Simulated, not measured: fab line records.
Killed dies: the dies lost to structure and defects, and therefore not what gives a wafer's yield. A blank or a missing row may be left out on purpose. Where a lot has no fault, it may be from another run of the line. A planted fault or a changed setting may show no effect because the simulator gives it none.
Matching of chambers / flow n5-finfet / 4 sister chambers for N5_SD_EPI_P_ETCH_36 on rie-diel-02
The step etches SiARC in CF4, target depth 45.5 nm, time 75.8 s. 4 wafers are shown with their chamber, then 7 later ones without.

WAFERS WITH THEIR CHAMBER
wafer=L994.1; chamber=3; showerhead-plenum-p-Torr (Torr)=2.09
wafer=L994.6; chamber=2; showerhead-plenum-p-Torr (Torr)=2.23
wafer=L998.1; chamber=0; showerhead-plenum-p-Torr (Torr)=2.10
wafer=L998.3; chamber=1; showerhead-plenum-p-Torr (Torr)=2.19

WAFERS WITH NO CHAMBER GIVEN
wafer=L998.6; showerhead-plenum-p-Torr (Torr)=2.19
wafer=L999.1; showerhead-plenum-p-Torr (Torr)=2.19
wafer=L999.2; showerhead-plenum-p-Torr (Torr)=2.08
wafer=L999.6; showerhead-plenum-p-Torr (Torr)=2.08
wafer=L104.1; showerhead-plenum-p-Torr (Torr)=2.23
wafer=L104.2; showerhead-plenum-p-Torr (Torr)=2.10
wafer=L104.5; showerhead-plenum-p-Torr (Torr)=2.10

CHAMBER TAKEN BY EACH
wafer=L998.6; from the rows above=1; in truth=1
wafer=L999.1; from the rows above=1; in truth=1
wafer=L999.2; from the rows above=can't be placed: 3 or 0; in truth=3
wafer=L999.6; from the rows above=can't be placed: 3 or 0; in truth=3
wafer=L104.1; from the rows above=2; in truth=2
wafer=L104.2; from the rows above=can't be placed: 0 or 3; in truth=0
wafer=L104.5; from the rows above=can't be placed: 0 or 3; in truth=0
Correctly placed: 3 of 7. From these rows, 4 cannot be placed; in 4 the true chamber is one of the candidates. Placed wrongly: 0.
How it was worked out, from the rows above alone: a wafer's distance from a chamber is the root of the sum, over the readings, of the square of ((its reading less the chamber's mean) divided by the reading's scatter). The wafer belongs to the nearest chamber; if the next one is less than 2 further off, it can't be placed. Each chamber's mean is taken over the wafers shown for it. The scatter: with one shown wafer a chamber, the root of the mean of the squares of how far each hidden wafer lies from its nearest shown one.
